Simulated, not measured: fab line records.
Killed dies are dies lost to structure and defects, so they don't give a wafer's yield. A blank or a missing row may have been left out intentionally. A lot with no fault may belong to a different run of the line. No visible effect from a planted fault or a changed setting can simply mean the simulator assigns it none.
Matching of chambers / flow nandHarc / NHARC_A_CHANNEL_FILL_D1_ALD_02 on aldHk-04: 4 sister chambers
The step deposits SiO2, target thk 6 nm, pulse time 10 s, ald cycles 60. 4 wafers are shown with their chamber, then 10 later ones without.

WAFERS WITH THEIR CHAMBER
wafer=L087.2; chamber=2; heaterPowerW (W)=443
wafer=L089.4; chamber=0; heaterPowerW (W)=476
wafer=L092.2; chamber=3; heaterPowerW (W)=387
wafer=L092.4; chamber=1; heaterPowerW (W)=453

WAFERS WITH NO CHAMBER GIVEN
wafer=L092.5; heaterPowerW (W)=467
wafer=L093.2; heaterPowerW (W)=453
wafer=L093.3; heaterPowerW (W)=473
wafer=L093.5; heaterPowerW (W)=458
wafer=L095.1; heaterPowerW (W)=475
wafer=L095.4; heaterPowerW (W)=385
wafer=L095.6; heaterPowerW (W)=385
wafer=L097.2; heaterPowerW (W)=447
wafer=L097.4; heaterPowerW (W)=473
wafer=L097.5; heaterPowerW (W)=395

THE CHAMBER EACH PASSED THROUGH
wafer=L092.5; from the rows above=can't be placed: 0 or 1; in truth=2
wafer=L093.2; from the rows above=1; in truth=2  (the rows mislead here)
wafer=L093.3; from the rows above=0; in truth=0
wafer=L093.5; from the rows above=1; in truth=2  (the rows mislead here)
wafer=L095.1; from the rows above=0; in truth=0
wafer=L095.4; from the rows above=3; in truth=3
wafer=L095.6; from the rows above=3; in truth=3
wafer=L097.2; from the rows above=can't be placed: 2 or 1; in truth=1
wafer=L097.4; from the rows above=0; in truth=0
wafer=L097.5; from the rows above=3; in truth=3
Placed correctly: 6 of 10. Cannot be placed on the basis of these rows: 2; the candidates contain the true chamber in 1. Wrongly placed: 2.
How it was worked out, from the rows above alone: a wafer's distance from a chamber is the root of the sum, over the readings, of the square of ((its reading less the chamber's mean) divided by the reading's scatter). The wafer belongs to the nearest chamber; if the next one is less than 2 further off, it can't be placed. For every chamber, the mean is computed from those of its wafers that are shown. The scatter: with one shown wafer a chamber, the root of the mean of the squares of how far each hidden wafer lies from its nearest shown one.
